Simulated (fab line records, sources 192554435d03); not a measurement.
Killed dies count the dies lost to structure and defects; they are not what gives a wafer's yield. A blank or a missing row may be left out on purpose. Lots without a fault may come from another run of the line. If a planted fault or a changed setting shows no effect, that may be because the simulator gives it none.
Lot-split experiment :: flow n5_finfet :: 39 wafers read from 7 lots, route of 1938 steps

== SPLIT DETAILS ==
At N5_HKMG_FIN_ETCH_58 (etches SOC in N2/H2, target depth 215.8 nm, time 741 s), the setting bias_w was moved away from the recipe's 13 W on 15 of the 39 wafers read, by -18.5% to +18.3%. For the rest of the wafers, this setting stayed at what the recipe calls for.

The split's own step is where the reading is taken.

== THE READING ==
rf_vpp_V, in V, at N5_HKMG_FIN_ETCH_58 (etches SOC in N2/H2, target depth 215.8 nm, time 741 s). On this fab line, fault-free wafers typically give 99.4 V with a standard deviation of 0.94 V.

wafer: L080.1
tool, chamber at the split: rie_diel-01, 0
bias_w as run, W: 13
against the recipe: recipe
rf_vpp_V, V: 100.3
against lot-mates on the recipe: -

wafer: L080.2
tool, chamber at the split: rie_diel-01, 3
bias_w as run, W: 13
against the recipe: recipe
rf_vpp_V, V: 98.0
against lot-mates on the recipe: -

wafer: L080.3
tool, chamber at the split: rie_diel-01, 1
bias_w as run, W: 11.43
against the recipe: -12.1%
rf_vpp_V, V: 90.8
against lot-mates on the recipe: -8.1

wafer: L080.4
tool, chamber at the split: rie_diel-01, 2
bias_w as run, W: 11.43
against the recipe: -12.1%
rf_vpp_V, V: 92.6
against lot-mates on the recipe: -6.3

wafer: L080.5
tool, chamber at the split: rie_diel-01, 3
bias_w as run, W: 13
against the recipe: recipe
rf_vpp_V, V: 98.4
against lot-mates on the recipe: -

wafer: L080.6
tool, chamber at the split: rie_diel-01, 2
bias_w as run, W: 11.43
against the recipe: -12.1%
rf_vpp_V, V: 93.3
against lot-mates on the recipe: -5.6

wafer: L081.1
tool, chamber at the split: rie_diel-04, 1
bias_w as run, W: 13
against the recipe: recipe
rf_vpp_V, V: 100.2
against lot-mates on the recipe: -

wafer: L081.5
tool, chamber at the split: rie_diel-04, 3
bias_w as run, W: 13
against the recipe: recipe
rf_vpp_V, V: 98.5
against lot-mates on the recipe: -

wafer: L081.6
tool, chamber at the split: rie_diel-04, 0
bias_w as run, W: 13
against the recipe: recipe
rf_vpp_V, V: 99.7
against lot-mates on the recipe: -

wafer: L085.1
tool, chamber at the split: rie_diel-02, 2
bias_w as run, W: 11.14
against the recipe: -14.3%
rf_vpp_V, V: 90.3
against lot-mates on the recipe: -8.7

wafer: L085.2
tool, chamber at the split: rie_diel-02, 1
bias_w as run, W: 11.14
against the recipe: -14.3%
rf_vpp_V, V: 90.0
against lot-mates on the recipe: -9.0

wafer: L085.3
tool, chamber at the split: rie_diel-02, 0
bias_w as run, W: 13
against the recipe: recipe
rf_vpp_V, V: 98.1
against lot-mates on the recipe: -

wafer: L085.4
tool, chamber at the split: rie_diel-02, 3
bias_w as run, W: 13
against the recipe: recipe
rf_vpp_V, V: 98.7
against lot-mates on the recipe: -

wafer: L085.5
tool, chamber at the split: rie_diel-02, 2
bias_w as run, W: 11.14
against the recipe: -14.3%
rf_vpp_V, V: 89.5
against lot-mates on the recipe: -9.5

wafer: L085.6
tool, chamber at the split: rie_diel-02, 3
bias_w as run, W: 13
against the recipe: recipe
rf_vpp_V, V: 100.2
against lot-mates on the recipe: -

wafer: L088.1
tool, chamber at the split: rie_diel-04, 2
bias_w as run, W: 15.28
against the recipe: +17.5%
rf_vpp_V, V: 111.8
against lot-mates on the recipe: +13.1

wafer: L088.2
tool, chamber at the split: rie_diel-04, 0
bias_w as run, W: 13
against the recipe: recipe
rf_vpp_V, V: 98.6
against lot-mates on the recipe: -

wafer: L088.3
tool, chamber at the split: rie_diel-04, 1
bias_w as run, W: 13
against the recipe: recipe
rf_vpp_V, V: 98.3
against lot-mates on the recipe: -

wafer: L088.4
tool, chamber at the split: rie_diel-04, 0
bias_w as run, W: 15.28
against the recipe: +17.5%
rf_vpp_V, V: 110.4
against lot-mates on the recipe: +11.7

wafer: L088.5
tool, chamber at the split: rie_diel-04, 1
bias_w as run, W: 15.28
against the recipe: +17.5%
rf_vpp_V, V: 110.5
against lot-mates on the recipe: +11.8

wafer: L088.6
tool, chamber at the split: rie_diel-04, 2
bias_w as run, W: 13
against the recipe: recipe
rf_vpp_V, V: 99.3
against lot-mates on the recipe: -

wafer: L092.1
tool, chamber at the split: rie_diel-02, 1
bias_w as run, W: 10.59
against the recipe: -18.5%
rf_vpp_V, V: 87.0
against lot-mates on the recipe: -12.4

wafer: L092.2
tool, chamber at the split: rie_diel-02, 3
bias_w as run, W: 13
against the recipe: recipe
rf_vpp_V, V: 100.3
against lot-mates on the recipe: -

wafer: L092.3
tool, chamber at the split: rie_diel-02, 2
bias_w as run, W: 10.59
against the recipe: -18.5%
rf_vpp_V, V: 87.3
against lot-mates on the recipe: -12.1

wafer: L092.4
tool, chamber at the split: rie_diel-02, 0
bias_w as run, W: 13
against the recipe: recipe
rf_vpp_V, V: 98.1
against lot-mates on the recipe: -

wafer: L092.5
tool, chamber at the split: rie_diel-02, 2
bias_w as run, W: 10.59
against the recipe: -18.5%
rf_vpp_V, V: 88.0
against lot-mates on the recipe: -11.4

wafer: L092.6
tool, chamber at the split: rie_diel-02, 3
bias_w as run, W: 13
against the recipe: recipe
rf_vpp_V, V: 99.7
against lot-mates on the recipe: -

wafer: L093.1
tool, chamber at the split: rie_diel-01, 1
bias_w as run, W: 13
against the recipe: recipe
rf_vpp_V, V: 98.7
against lot-mates on the recipe: -

wafer: L093.2
tool, chamber at the split: rie_diel-01, 2
bias_w as run, W: 13
against the recipe: recipe
rf_vpp_V, V: 100.9
against lot-mates on the recipe: -

wafer: L093.3
tool, chamber at the split: rie_diel-01, 3
bias_w as run, W: 13
against the recipe: recipe
rf_vpp_V, V: 97.7
against lot-mates on the recipe: -

wafer: L093.4
tool, chamber at the split: rie_diel-01, 1
bias_w as run, W: 13
against the recipe: recipe
rf_vpp_V, V: 98.3
against lot-mates on the recipe: -

wafer: L093.5
tool, chamber at the split: rie_diel-01, 2
bias_w as run, W: 13
against the recipe: recipe
rf_vpp_V, V: 99.9
against lot-mates on the recipe: -

wafer: L093.6
tool, chamber at the split: rie_diel-01, 3
bias_w as run, W: 13
against the recipe: recipe
rf_vpp_V, V: 98.4
against lot-mates on the recipe: -

wafer: L096.1
tool, chamber at the split: rie_diel-01, 2
bias_w as run, W: 13
against the recipe: recipe
rf_vpp_V, V: 100.1
against lot-mates on the recipe: -

wafer: L096.2
tool, chamber at the split: rie_diel-01, 0
bias_w as run, W: 15.38
against the recipe: +18.3%
rf_vpp_V, V: 111.2
against lot-mates on the recipe: +11.6

wafer: L096.3
tool, chamber at the split: rie_diel-01, 1
bias_w as run, W: 13
against the recipe: recipe
rf_vpp_V, V: 99.3
against lot-mates on the recipe: -

wafer: L096.4
tool, chamber at the split: rie_diel-01, 3
bias_w as run, W: 13
against the recipe: recipe
rf_vpp_V, V: 99.5
against lot-mates on the recipe: -

wafer: L096.5
tool, chamber at the split: rie_diel-01, 3
bias_w as run, W: 15.38
against the recipe: +18.3%
rf_vpp_V, V: 110.6
against lot-mates on the recipe: +11.0

wafer: L096.6
tool, chamber at the split: rie_diel-01, 0
bias_w as run, W: 15.38
against the recipe: +18.3%
rf_vpp_V, V: 112.7
against lot-mates on the recipe: +13.1

FIT RESULTS
A straight line over all 39 wafers: rf_vpp_V changes by +0.648 V for each +1% of bias_w; r = +0.99; the points scatter about the line by 0.9 V.
The same after taking each lot's own level away (the mean of its wafers on the recipe; 39 wafers): +0.646 V for each +1%; r = +0.99; scatter 0.9 V.
The reading moves by 12 V for the largest change in bias_w, on that fit.
Measured against the standard deviation above, the lots' own levels, which go from 98.73 to 99.63 V, span 1.0 times it.
Hence the lot-to-lot level has little effect on the slope; both slopes agree.
Check: -11.7 V against its lot-mates is what the line predicts for one of the wafers moved furthest among these (-18.5%) when that wafer is left out of the fit. Against them it came out at -12.4 V.
Tool readings at the split's step, against how far the setting was moved: rf_vpp_V r = +0.99.

== OTHER SPLITS ON THESE WAFERS ==
Before the reading, these wafers also passed through other splits. Each is held against what the fit with the lots' levels taken away leaves over:
other split on the same wafers: N5_FIN_SAQP_EXPOSE_13 dose_mj
wafers away from the commonest value: 9
r with rf_vpp_V (lot level and that fit taken away): -0.10

other split on the same wafers: N5_FIN_CUT_CUT_ETCH_15 time_s
wafers away from the commonest value: 12
r with rf_vpp_V (lot level and that fit taken away): +0.14

other split on the same wafers: N5_DUMMY_GATE_CVD_03 target_thk_a
wafers away from the commonest value: 33
r with rf_vpp_V (lot level and that fit taken away): +0.01

other split on the same wafers: N5_DUMMY_GATE_ETCH_37 source_w
wafers away from the commonest value: 18
r with rf_vpp_V (lot level and that fit taken away): -0.01

other split on the same wafers: N5_HKMG_FIN_EXPOSE_46 dose_mj
wafers away from the commonest value: 12
r with rf_vpp_V (lot level and that fit taken away): -0.19

other split on the same wafers: N5_HKMG_FIN_ETCH_54 bias_w
wafers away from the commonest value: 15
r with rf_vpp_V (lot level and that fit taken away): +0.01

== THE WHOLE CHAIN: every reading that the file lists as answering this split, in the file's order ==
step: N5_HKMG_FIN_ETCH_58
what it does: etches SOC in N2/H2, target depth 215.8 nm, time 741 s
reading: rf_vpp_V
change (the file's fit): +0.644 V for each +1% of the setting
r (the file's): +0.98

step: N5_HKMG_FIN_ETCH_58
what it does: etches SOC in N2/H2, target depth 215.8 nm, time 741 s
reading: SOC_of_HKMG_FIN_COAT_41.thk_nm (the simulator's own value, which no gauge read)
change (the file's fit): -0.912 nm for each +1% of the setting
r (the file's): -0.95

step: N5_HKMG_FIN_ETCH_58
what it does: etches SOC in N2/H2, target depth 215.8 nm, time 741 s
reading: etch.depth_nm (the simulator's own value, which no gauge read)
change (the file's fit): +0.9 nm for each +1% of the setting
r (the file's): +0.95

step: N5_HKMG_FIN_ETCH_58
what it does: etches SOC in N2/H2, target depth 215.8 nm, time 741 s
reading: HKMG_FIN.feature_depth_nm (the simulator's own value, which no gauge read)
change (the file's fit): +0.901 nm for each +1% of the setting
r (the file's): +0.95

== FILE'S OWN FIT ==
rf_vpp_V changes by +0.644 V for each +1% of bias_w, r = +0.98.
